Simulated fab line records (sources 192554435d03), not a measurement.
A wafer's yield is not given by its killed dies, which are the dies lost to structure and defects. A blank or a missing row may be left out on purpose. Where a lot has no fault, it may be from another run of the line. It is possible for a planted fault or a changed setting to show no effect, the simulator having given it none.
The same fault as seen by 3 desks :: flow n5-finfet :: numbers are kept per desk, each desk with only its own; the story behind them comes last

THE DEFECT DESK
What the inspections along the route counted, lot by lot: means of the sampled wafers that have a number. Any lot whose mean is over 4 standard deviations away from the usual mean is out of limits and marked OUT; that distance is given in the brackets.
Columns: A = raw-defect-count at N5_BEOL_M6_INSPECT_30, usual 432
lot: L923
first seen here: day 8 18:45
A: 357

lot: L926
first seen here: day 9 07:50
A: 493

lot: L925
first seen here: day 9 10:16
A: 432

lot: L927
first seen here: day 9 19:02
A: 560

lot: L932
first seen here: day 10 20:10
A: 478

lot: L934
first seen here: day 11 07:49
A: 417

lot: L935
first seen here: day 11 20:47
A: 431

lot: L933
first seen here: day 12 02:47
A: 448

lot: L940
first seen here: day 12 23:22
A: 450

lot: L941
first seen here: day 13 10:20
A: 404

lot: L944
first seen here: day 14 00:02
A: 380

lot: L945
first seen here: day 14 01:24
A: 351
This desk's verdict: no lot among the 12 shows anything out of limits.

AT THE METROLOGY DESK
Lot by lot, what the gauges showed, no matter which tool ran the lot: averages of those sampled wafers that carry a number. Any lot whose mean is over 4 standard deviations away from the usual mean is out of limits and marked OUT; that distance is given in the brackets.
Columns: A = cd-nm at N5_BEOL_M6_CD_MEAS_28, usual 39.98 nm; B = V5_OVL at N5_BEOL_M6_OVL_MEAS_29, usual 0.0 nm
lot: L923
first seen here: day 8 18:40
A: 39.83
B: -0.1

lot: L926
first seen here: day 9 07:45
A: 40.12
B: -0.2

lot: L925
first seen here: day 9 10:11
A: 40.08
B: -0.3

lot: L927
first seen here: day 9 18:57
A: 40.53
B: -0.0

lot: L932
first seen here: day 10 20:05
A: 39.98
B: -0.3

lot: L934
first seen here: day 11 07:43
A: 39.97
B: 0.7

lot: L935
first seen here: day 11 20:42
A: 39.70
B: 0.4

lot: L933
first seen here: day 12 02:41
A: 40.16
B: 0.7

lot: L940
first seen here: day 12 23:17
A: 40.32
B: 0.5

lot: L941
first seen here: day 13 10:15
A: 39.97
B: -0.4

lot: L944
first seen here: day 13 23:56
A: 40.03
B: 0.7

lot: L945
first seen here: day 14 01:18
A: 40.14
B: 0.6
This desk's verdict: no lot among the 12 shows anything out of limits.

AT THE TOOL OWNER'S DESK: euv-scanner-01
The tool's own readings at N5_BEOL_M6_EXPOSE_25 (exposes mask V5, target cd 40 nm): means of the sampled wafers that have a number, for each lot that ran on this tool. Any lot whose mean is over 4 standard deviations away from the usual mean is out of limits and marked OUT; that distance is given in the brackets.
Columns: A = exposure-dose-mJ-cm2 at N5_BEOL_M6_EXPOSE_25, usual 45.16
lot: L923
first seen here: day 8 18:31
A: 44.91

lot: L926
first seen here: day 9 07:38
A: 44.93

lot: L927
first seen here: day 9 18:49
A: 45.96
This desk's verdict: no lot among the 3 shows anything out of limits.

PUT TOGETHER
The defect desk saw nothing out of limits.
From the metrology desk's view, nothing was out of limits.
The desk of the tool owner found nothing out of limits.

WHAT THE SIMULATOR HAD INSERTED
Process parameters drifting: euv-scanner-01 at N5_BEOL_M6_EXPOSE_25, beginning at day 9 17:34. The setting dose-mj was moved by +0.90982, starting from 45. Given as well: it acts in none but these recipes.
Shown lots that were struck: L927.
